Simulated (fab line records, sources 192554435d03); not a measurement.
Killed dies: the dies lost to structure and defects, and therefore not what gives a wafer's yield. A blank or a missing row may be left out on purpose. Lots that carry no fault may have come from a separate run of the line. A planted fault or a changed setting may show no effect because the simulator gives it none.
Which of the tools did it? | flow n5 finfet | 10 lots with 29 wafers sampled at 3 steps, on a route of 1938 steps

== WHAT EACH GAUGE READ, for each wafer ==
N5_BEOL_M15_INSPECT_12: inspects for defects (macro). Usual: 2.1 for raw defect count, sd 1.4.
lot  | measured     | on                | raw defect count | flag
L941 | day 10 19:31 | defect inspect-02 | 0 4 3            |
L943 | day 11 12:06 | defect inspect-01 | 3 4 0            |
L944 | day 11 22:35 | defect inspect-01 | 2 1 3            |
L949 | day 13 03:48 | defect inspect-02 | 2 0              |
L957 | day 15 15:58 | defect inspect-02 | 3 1 1            |
L959 | day 15 19:41 | defect inspect-01 | 3 1 2            |
L961 | day 16 07:10 | defect inspect-02 | 2 1 3            |
L963 | day 16 14:05 | defect inspect-01 | 4 3 0            |
L962 | day 16 17:01 | defect inspect-01 | 2 1 1            |
L964 | day 17 00:42 | defect inspect-01 | 1 2 0            |

N5_BEOL_M15_INSPECT_30: inspects for defects (macro). Usual: 2.1 for raw defect count, sd 1.4.
lot  | measured     | on                | raw defect count | flag
L941 | day 10 21:09 | defect inspect-01 | 2 1 1            |
L943 | day 11 13:34 | defect inspect-02 | 1 3 3            |
L944 | day 12 00:20 | defect inspect-02 | >300 >300 >300   | OFF
L949 | day 13 05:45 | defect inspect-02 | >300 >300        | OFF
L957 | day 15 17:30 | defect inspect-01 | 2 0 3            |
L959 | day 15 21:21 | defect inspect-01 | 6 3 3            |
L961 | day 16 08:40 | defect inspect-01 | 0 1 5            |
L963 | day 16 15:34 | defect inspect-02 | 2 2 3            |
L962 | day 16 18:36 | defect inspect-01 | 4 1 3            |
L964 | day 17 02:17 | defect inspect-02 | 4 0 1            |

== WHAT TOOL EACH LOT RAN ON (gives the tool, then ch and the chambers of the sampled wafers, and finally the start) ==
lot  | N5_BEOL_M15_VIA_ETCH_16
L941 | rie diel-05 ch 0,1,2, day 10 19:41
L943 | rie diel-04 ch 0,3, day 11 12:13
L944 | rie diel-04 ch 0,3, day 11 22:44
L949 | rie diel-04 ch 0,1, day 13 04:04
L957 | rie diel-02 ch 1,2, day 15 16:05
L959 | rie diel-04 ch 1,3, day 15 19:49
L961 | rie diel-05 ch 0,1,2, day 16 07:17
L963 | rie diel-04 ch 0,1,2, day 16 14:12
L962 | rie diel-05 ch 0,1,3, day 16 17:08
L964 | rie diel-02 ch 2,3, day 17 00:49
- N5_BEOL_M15_VIA_ETCH_16: etches SiO2 in C4F8/O2/Ar, target depth 1792.2 nm.

== AS READ BY THE TOOLS THEMSELVES (means over the sampled wafers that have a number; for cases with no such wafer, the mark the record gives instead) ==
N5_BEOL_M15_VIA_ETCH_16. Usual: drypump motor current A 5.8 A, standard deviation 0.44; oes product au 0.69 a.u., standard deviation 0.082; rf vpp V 2221 V, standard deviation 25; showerhead plenum p Torr 3.41 Torr, standard deviation 0.084; throttle valve pct 30.89 %, standard deviation 0.3.
lot  | tool        | drypump motor current A (A) | oes product au (a.u.) | rf vpp V (V) | showerhead plenum p Torr (Torr) | throttle valve pct (%) | flag
L941 | rie diel-05 | 5.9                         | 0.66                  | 2191         | 3.51                            | 30.80                  |
L943 | rie diel-04 | 5.2                         | 0.71                  | 2240         | 3.33                            | 30.81                  |
L944 | rie diel-04 | 5.2                         | 0.71                  | 2241         | 3.33                            | 30.81                  |
L949 | rie diel-04 | 5.2                         | 0.70                  | 2246         | 3.39                            | 31.02                  |
L957 | rie diel-02 | 6.2                         | 0.62                  | 2225         | 3.44                            | 31.06                  |
L959 | rie diel-04 | 5.2                         | 0.76                  | 2250         | 3.45                            | 30.82                  |
L961 | rie diel-05 | 5.9                         | 0.70                  | 2189         | 3.49                            | 30.68                  |
L963 | rie diel-04 | 5.5                         | 0.65                  | 2232         | 3.39                            | 31.11                  |
L962 | rie diel-05 | 6.2                         | 0.72                  | 2196         | 3.41                            | 30.76                  |
L964 | rie diel-02 | 6.0                         | 0.76                  | 2208         | 3.43                            | 30.69                  |

== THE ANSWER, worked out from the rows above alone ==
Rule: take the mean of a lot's wafers that have a number; if it is more than 3 standard deviations from the usual mean, the lot is off. Also off: a lot with no number at a reading for which 4 or more lots have one. Any other lot the step has rows for is counted as sound. After the gauges, taken in route order, come the tools' own readings; for these a lot's mean is taken, as printed above. At the first step where some lot is off, the reading lying furthest off is the one used; lots without a number count as furthest.
Off: L944, L949 (N5_BEOL_M15_INSPECT_30, raw defect count). Without a number there: L944, L949.
If a tool, at a process step before that reading, ran all the lots that are off and no sound lot after the first of them, it fits. Gauges at N5_BEOL_M15_INSPECT_30: tried the same way as those tools. Of those tried, none fits.

== WHAT HAD BEEN PUT IN BY THE SIMULATOR ==
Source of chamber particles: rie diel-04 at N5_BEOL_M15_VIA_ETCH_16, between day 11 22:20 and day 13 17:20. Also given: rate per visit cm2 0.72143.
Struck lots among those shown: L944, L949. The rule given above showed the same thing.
